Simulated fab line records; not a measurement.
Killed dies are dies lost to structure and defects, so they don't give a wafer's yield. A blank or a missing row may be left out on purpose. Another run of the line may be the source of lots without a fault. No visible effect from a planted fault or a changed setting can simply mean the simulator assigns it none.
Chamber matching    flow nand harc    3 sister chambers for NHARC_A_STAIRCASE_DEP_322 on pecvd-04
The step deposits SiO2, target thk 3800 nm. 3 wafers are shown with their chamber, then 8 later ones without.

## WAFERS, EACH WITH ITS CHAMBER
wafer   chamber  heater power w (W)
L079.6  1        443
L088.4  0        525
L093.1  2        697

## WAFERS MISSING THEIR CHAMBER
wafer   heater power w (W)
L093.3  596
L093.6  430
L096.1  460
L096.2  743
L096.6  535
L097.3  710
L097.4  666
L097.6  429

## CHAMBER TAKEN BY EACH
wafer   from the rows above      in truth
L093.3  can't be placed: 0 or 2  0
L093.6  1                        1
L096.1  can't be placed: 1 or 0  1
L096.2  2                        2
L096.6  0                        0
L097.3  2                        2
L097.4  2                        2
L097.6  1                        1
6 of 8 placed correctly. Cannot be placed on the basis of these rows: 2; the candidates contain the true chamber in 2. 0 placed wrongly.
How it was worked out, from the rows above alone: a wafer's distance from a chamber is the root of the sum, over the readings, of the square of ((its reading less the chamber's mean) divided by the reading's scatter). The wafer belongs to the nearest chamber; if the next one is less than 2 further off, it can't be placed. A chamber's mean is the mean of its shown wafers. The scatter: with one shown wafer a chamber, the root of the mean of the squares of how far each hidden wafer lies from its nearest shown one.
